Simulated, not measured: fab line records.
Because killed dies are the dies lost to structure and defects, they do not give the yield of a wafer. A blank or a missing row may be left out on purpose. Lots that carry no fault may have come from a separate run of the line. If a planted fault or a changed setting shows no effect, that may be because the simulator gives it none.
Which tool is to blame? -- flow n5 finfet -- 6 lots with 18 wafers sampled at 8 steps, on a route of 1938 steps

## WHAT THE GAUGES SHOWED, per wafer
N5_BEOL_M6_OCD_MEAS_38. Usual: trench depth nm at 93.6 nm, with a standard deviation of 2.1.
lot,measured,on,trench depth nm (nm),flag
L682,day 10 18:23,ocd-02,93.5 92.7 93.2,
L681,day 10 18:26,ocd-01,90.7 90.3 90.9,
L687,day 11 19:37,ocd-01,92.0 91.7 93.3,
L688,day 12 05:07,ocd-01,94.6 92.8 93.4,
L689,day 12 11:43,ocd-01,62.8 63.3 66.7,OFF
L694,day 14 10:12,ocd-01,66.1 65.2 66.9,OFF

N5_BEOL_M6_THK_MEAS_53: measures by xrf. Usual: M6_THK gives 78.8 nm (standard deviation 2.6).
lot,measured,on,M6_THK (nm),flag
L682,day 10 21:23,film metro-01,76.5 76.1 77.2,
L681,day 10 21:26,film metro-01,75.7 77.1 74.5,
L687,day 11 22:16,film metro-01,78.2 76.4 80.1,
L688,day 12 07:38,film metro-02,80.4 74.3 76.7,
L689,day 12 14:38,film metro-01,48.2 50.0 51.5,OFF
L694,day 14 12:50,film metro-01,49.3 51.9 52.9,OFF

N5_BEOL_M6_RS_MEAS_57: a four-point-probe measurement. Usual: M6_RS gives 0.292 ohm/sq (standard deviation 0.011).
lot,measured,on,M6_RS (ohm/sq),flag
L682,day 10 21:31,film metro-01,0.302 0.302 0.298,
L681,day 10 21:34,film metro-01,0.305 0.298 0.310,
L687,day 11 22:24,film metro-02,0.294 0.304 0.287,
L688,day 12 07:46,film metro-02,0.280 0.306 0.292,
L689,day 12 14:46,film metro-01,0.536 0.506 0.491,OFF
L694,day 14 12:58,film metro-01,0.510 0.478 0.469,OFF

N5_BEOL_M15_RC_MEAS_101. Usual: COMB_M10 1.43e-11 S/m, standard deviation 2.9e-12; COMB_M11 1.4e-11 S/m, standard deviation 3.1e-12; COMB_M12 6.1e-12 S/m, standard deviation 1.4e-12; COMB_M13 4.5e-12 S/m, standard deviation 1.2e-12; COMB_M13_max_site 6.5e-12 S/m, standard deviation 1.8e-12; COMB_M14 3.4e-12 S/m, standard deviation 9.4e-13; COMB_M15 2.3e-12 S/m, standard deviation 8.5e-13; COMB_M5 3.6e-11 S/m, standard deviation 8.3e-12; COMB_M7 2.6e-11 S/m, standard deviation 5.4e-12; COMB_M8 2.6e-11 S/m, standard deviation 5.5e-12; COMB_M9 1.44e-11 S/m, standard deviation 2.9e-12; SERP_M10 3.09 ohm/um, standard deviation 0.11; SERP_M11 3.11 ohm/um, standard deviation 0.11; SERP_M12 0.637 ohm/um, standard deviation 0.02; SERP_M13 0.311 ohm/um, standard deviation 0.0072; SERP_M14 0.163 ohm/um, standard deviation 0.0067; SERP_M5 38.4 ohm/um, standard deviation 2.4; SERP_M6 14.1 ohm/um, standard deviation 0.82; SERP_M6_max_site 14.7 ohm/um, standard deviation 0.89; SERP_M7 14.2 ohm/um, standard deviation 0.83; SERP_M8 14.0 ohm/um, standard deviation 0.65; SERP_M9 3.12 ohm/um, standard deviation 0.12.
lot,measured,on,COMB_M10 (S/m),COMB_M11 (S/m),COMB_M12 (S/m),COMB_M13 (S/m),COMB_M13_max_site (S/m),COMB_M14 (S/m),COMB_M15 (S/m),COMB_M5 (S/m),COMB_M7 (S/m),COMB_M8 (S/m),COMB_M9 (S/m),SERP_M10 (ohm/um),SERP_M11 (ohm/um),SERP_M12 (ohm/um),SERP_M13 (ohm/um),SERP_M14 (ohm/um),SERP_M5 (ohm/um),SERP_M6 (ohm/um),SERP_M6_max_site (ohm/um),SERP_M7 (ohm/um),SERP_M8 (ohm/um),SERP_M9 (ohm/um),flag
L682,day 13 20:48,prober-02,1.17e-11 1.35e-11 1.8e-11,1.6e-11 1.2e-11 1.6e-11,4.6e-12 5.1e-12 5.3e-12,4.5e-12 5.6e-12 5.3e-12,7.5e-12 6.9e-12 6.9e-12,4.9e-12 4e-12 4.2e-12,3.4e-12 3.4e-12 3.1e-12,3.5e-11 3.3e-11 4e-11,2.8e-11 1.7e-11 1.8e-11,1.8e-11 2.2e-11 3.2e-11,9.8e-12 1.34e-11 1.52e-11,2.88 3.00 2.96,3.05 3.12 2.92,0.649 0.674 0.647,0.304 0.297 0.306,0.155 0.161 0.171,45.3 38.1 45.3,14.3 14.3 14.3,15.1 14.8 14.8,14.9 14.8 16.5,13.8 13.2 13.7,3.16 3.10 3.15,
L681,day 13 14:19,prober-01,1.35e-11 1.79e-11 1.09e-11,1.3e-11 1.3e-11 1.2e-11,4.9e-12 6.6e-12 5.5e-12,3.8e-12 2.4e-12 3.8e-12,4.9e-12 4.5e-12 5.5e-12,2.9e-12 3.6e-12 2.6e-12,1.7e-12 1.6e-12 2.2e-12,3.7e-11 3.9e-11 4e-11,2.7e-11 2.4e-11 2.3e-11,2.7e-11 2e-11 2.1e-11,1.04e-11 1.48e-11 1.5e-11,3.02 3.04 3.05,3.09 3.22 3.06,0.642 0.642 0.661,0.322 0.311 0.327,0.175 0.171 0.157,34.6 38.5 34.1,14.7 14.0 14.2,15.8 14.6 15.2,14.3 14.1 14.2,13.7 14.2 14.1,3.21 2.98 3.00,
L687,day 14 14:37,prober-01,1.4e-11 1.21e-11 1.78e-11,1.8e-11 1.5e-11 1.1e-11,5.4e-12 6.2e-12 6.5e-12,2.5e-12 3.2e-12 5.2e-12,3.7e-12 5.6e-12 6.2e-12,2.3e-12 2.5e-12 2.6e-12,2.3e-12 1.6e-12 1.4e-12,3.2e-11 3.4e-11 3.8e-11,2.6e-11 2.4e-11 2.7e-11,1.8e-11 3.2e-11 2.3e-11,1.16e-11 1.29e-11 1.18e-11,3.22 2.94 3.08,3.04 3.14 3.04,0.617 0.644 0.602,0.322 0.304 0.308,0.151 0.160 0.156,37.2 35.7 34.6,13.6 15.4 13.5,14.3 15.7 14.1,12.9 13.0 14.6,13.4 14.2 13.6,3.16 2.81 3.03,
L688,day 14 22:21,prober-02,2.26e-11 1.38e-11 1.82e-11,1.6e-11 1.2e-11 2.5e-11,6.5e-12 5.5e-12 5.6e-12,5.7e-12 7e-12 5e-12,6.9e-12 9.6e-12 7.9e-12,3.9e-12 4e-12 4.1e-12,2.9e-12 3.4e-12 2.9e-12,2.4e-11 4e-11 3.8e-11,3.1e-11 2.3e-11 2.6e-11,3.6e-11 3.1e-11 3.3e-11,1.28e-11 1.1e-11 1.42e-11,3.12 3.21 3.06,3.27 3.15 3.00,0.670 0.643 0.654,0.308 0.316 0.322,0.169 0.157 0.160,44.2 38.7 35.4,12.5 16.6 13.7,12.6 17.4 14.0,13.7 11.6 13.0,13.8 13.2 13.8,3.30 3.01 3.09,
L689,day 15 11:43,prober-02,1.43e-11 1.26e-11 1.25e-11,9e-12 1.7e-11 1.4e-11,7.8e-12 8.4e-12 6.6e-12,4.1e-12 3.9e-12 4.6e-12,4.7e-12 5.2e-12 6.4e-12,2.8e-12 4e-12 3.4e-12,4.1e-12 3.9e-12 2.5e-12,3.1e-11 3.7e-11 6.1e-11,3.5e-11 2.8e-11 3.3e-11,2.3e-11 1.9e-11 2.2e-11,1.83e-11 1.63e-11 1.3e-11,3.15 2.98 2.97,3.14 3.14 2.94,0.634 0.627 0.630,0.311 0.309 0.315,0.171 0.153 0.155,36.7 37.0 37.9,24.6 25.1 23.7,26.5 26.0 25.8,13.5 14.6 14.0,13.9 13.9 13.7,3.02 3.24 3.02,OFF
L694,day 17 08:35,prober-01,1.06e-11 1.66e-11 1.28e-11,1.9e-11 1.3e-11 1.2e-11,5.1e-12 5.2e-12 4.2e-12,3.5e-12 3.3e-12 4.9e-12,7.9e-12 6e-12 8.5e-12,3.6e-12 1.9e-12 3e-12,1.3e-12 9e-13 1.1e-12,4.8e-11 3.3e-11 2.5e-11,2.6e-11 2.8e-11 3e-11,3.4e-11 2.3e-11 2.6e-11,1.29e-11 1.58e-11 1.44e-11,2.99 2.91 2.92,3.23 3.10 2.99,0.594 0.664 0.668,0.316 0.295 0.305,0.165 0.159 0.174,34.3 41.8 37.1,22.7 23.8 22.4,24.0 25.6 23.6,14.3 15.7 14.5,14.6 15.3 14.4,3.17 3.04 3.15,OFF

## WHICH TOOL RAN EACH LOT (tool, then ch and the chambers of the sampled wafers, then the start)
lot,N5_BEOL_M6_ETCH_72,N5_BEOL_M6_VIA_ETCH_34,N5_BEOL_M6_STRIP_36,N5_BEOL_M6_TRENCH_ETCH_37
L682,"rie diel-02 ch 1,2, day 10 17:59","rie diel-02 ch 1,2, day 10 18:08","rie diel-02 ch 1,2, day 10 18:11","rie diel-02 ch 1,2, day 10 18:13"
L681,"rie diel-05 ch 1,3, day 10 18:02","rie diel-05 ch 1,3, day 10 18:11","rie diel-05 ch 1,3, day 10 18:14","rie diel-05 ch 1,3, day 10 18:17"
L687,"rie diel-02 ch 0,1, day 11 19:13","rie diel-02 ch 0,1, day 11 19:22","rie diel-02 ch 0,1, day 11 19:25","rie diel-02 ch 0,1, day 11 19:28"
L688,"rie diel-02 ch 0,1,2, day 12 04:44","rie diel-02 ch 0,1,2, day 12 04:52","rie diel-02 ch 0,1,2, day 12 04:56","rie diel-02 ch 0,1,2, day 12 04:58"
L689,"rie diel-05 ch 0,1,2, day 12 11:19","rie diel-05 ch 0,1,2, day 12 11:28","rie diel-05 ch 0,1,2, day 12 11:31","rie diel-05 ch 0,1,2, day 12 11:33"
L694,"rie diel-01 ch 0,2,3, day 14 09:49","rie diel-01 ch 0,2,3, day 14 09:57","rie diel-01 ch 0,2,3, day 14 10:00","rie diel-01 ch 0,2,3, day 14 10:02"
- N5_BEOL_M6_ETCH_72: etches underlayer in N2/H2, target depth 6.5 nm, time 5.2 s.
- N5_BEOL_M6_VIA_ETCH_34: etches SiCOH lowk in C4F6/O2, target depth 126.3 nm, time 50.9 s.
- N5_BEOL_M6_STRIP_36: strips in N2/H2.
- N5_BEOL_M6_TRENCH_ETCH_37: etches SiCOH lowk in C4F6/O2, target depth 94.435 nm, time 31.5 s.

## WHAT THE TOOLS THEMSELVES READ (means of the sampled wafers that have a number; where no wafer has one, the mark that the record gives instead)
N5_BEOL_M6_ETCH_72. Usual: drypump motor current A 5.8 A, standard deviation 0.48; etch rf on time s 5.26 s, standard deviation 0.16; oes product au 0.65 a.u., standard deviation 0.079; rf vpp V 524.2 V, standard deviation 2.6; showerhead plenum p Torr 2.56 Torr, standard deviation 0.08; throttle valve pct 18.0 %, standard deviation 0.31.
lot,tool,drypump motor current A (A),etch rf on time s (s),oes product au (a.u.),rf vpp V (V),showerhead plenum p Torr (Torr),throttle valve pct (%),flag
L682,rie diel-02,5.8,5.35,0.63,522.2,2.50,18.1,
L681,rie diel-05,5.1,5.42,0.56,526.5,2.61,18.2,
L687,rie diel-02,5.6,5.39,0.60,520.6,2.48,18.3,
L688,rie diel-02,5.7,5.33,0.61,521.8,2.52,18.2,
L689,rie diel-05,5.7,5.37,0.59,523.1,2.51,18.0,
L694,rie diel-01,5.9,5.14,0.66,525.4,2.61,18.1,

N5_BEOL_M6_VIA_ETCH_34. Usual: drypump motor current A 5.8 A, standard deviation 0.47; oes product au 0.77 a.u., standard deviation 0.094; rf vpp V 667 V, standard deviation 19; run length s 74.3 s, standard deviation 0.47; showerhead plenum p Torr 2.86 Torr, standard deviation 0.093; throttle valve pct 20.98 %, standard deviation 0.3.
lot,tool,drypump motor current A (A),oes product au (a.u.),rf vpp V (V),run length s (s),showerhead plenum p Torr (Torr),throttle valve pct (%),flag
L682,rie diel-02,5.8,0.74,687,73.9,2.77,20.87,
L681,rie diel-05,5.1,0.66,678,74.0,2.93,21.26,
L687,rie diel-02,5.7,0.71,667,74.0,2.74,20.97,
L688,rie diel-02,5.6,0.73,669,73.9,2.80,21.04,
L689,rie diel-05,5.7,0.68,667,74.3,2.82,21.17,
L694,rie diel-01,5.9,0.78,659,74.3,2.91,21.14,

N5_BEOL_M6_STRIP_36. Usual: drypump motor current A 5.8 A, standard deviation 0.48; oes product au 0.77 a.u., standard deviation 0.089; power w 450.1 W, standard deviation 1.3; rf vpp V 59.3 V, standard deviation 1.6; showerhead plenum p Torr 2.56 Torr, standard deviation 0.08; throttle valve pct 23.8 %, standard deviation 0.45.
lot,tool,drypump motor current A (A),oes product au (a.u.),power w (W),rf vpp V (V),showerhead plenum p Torr (Torr),throttle valve pct (%),flag
L682,rie diel-02,5.9,0.76,449.3,59.7,2.50,23.9,
L681,rie diel-05,5.1,0.67,450.5,57.6,2.61,24.0,
L687,rie diel-02,5.7,0.72,450.1,58.8,2.48,24.2,
L688,rie diel-02,5.6,0.75,449.8,59.2,2.51,24.1,
L689,rie diel-05,5.7,0.69,450.6,59.0,2.50,23.7,
L694,rie diel-01,5.9,0.77,449.9,60.0,2.61,24.0,

N5_BEOL_M6_TRENCH_ETCH_37. Usual: drypump motor current A 5.8 A, standard deviation 0.48; oes product au 0.77 a.u., standard deviation 0.094; rf vpp V 667 V, standard deviation 19; run length s 54.9 s, standard deviation 0.46; showerhead plenum p Torr 2.86 Torr, standard deviation 0.093; throttle valve pct 21.02 %, standard deviation 0.3.
lot,tool,drypump motor current A (A),oes product au (a.u.),rf vpp V (V),run length s (s),showerhead plenum p Torr (Torr),throttle valve pct (%),flag
L682,rie diel-02,5.8,0.74,687,54.3,2.77,20.90,
L681,rie diel-05,5.0,0.66,680,54.7,2.93,21.29,
L687,rie diel-02,5.6,0.71,667,54.4,2.74,20.98,
L688,rie diel-02,5.6,0.73,668,54.5,2.80,21.08,
L689,rie diel-05,5.7,0.68,667,48.5,2.82,21.19,OFF
L694,rie diel-01,5.9,0.78,658,48.3,2.91,21.18,OFF

## THE ANSWER, worked out from the rows above alone
Rule: lot off if the mean of its wafers having a number is beyond 3 standard deviations from the usual mean. Also off: a lot with no number at a reading for which 4 or more lots have one. Where the step has rows for the other lots, those lots are counted as sound. Order of review: gauges by route order, followed by the tools' own readings, for which a lot's mean as printed above is used. At the first step where some lot is off, the reading lying furthest off is the one used; lots without a number count as furthest.
Off, at N5_BEOL_M6_OCD_MEAS_38 on trench depth nm: L689, L694.
A tool fits if, at a process step before that reading, it ran every lot that is off, and no sound lot after the first of them. The gauges at N5_BEOL_M6_OCD_MEAS_38 aren't tried: what is off there is off at N5_BEOL_M6_THK_MEAS_53 too, on other tools, and a gauge's error can't cause that. Of those tried, none fits.

## WHAT THE SIMULATOR PUT IN
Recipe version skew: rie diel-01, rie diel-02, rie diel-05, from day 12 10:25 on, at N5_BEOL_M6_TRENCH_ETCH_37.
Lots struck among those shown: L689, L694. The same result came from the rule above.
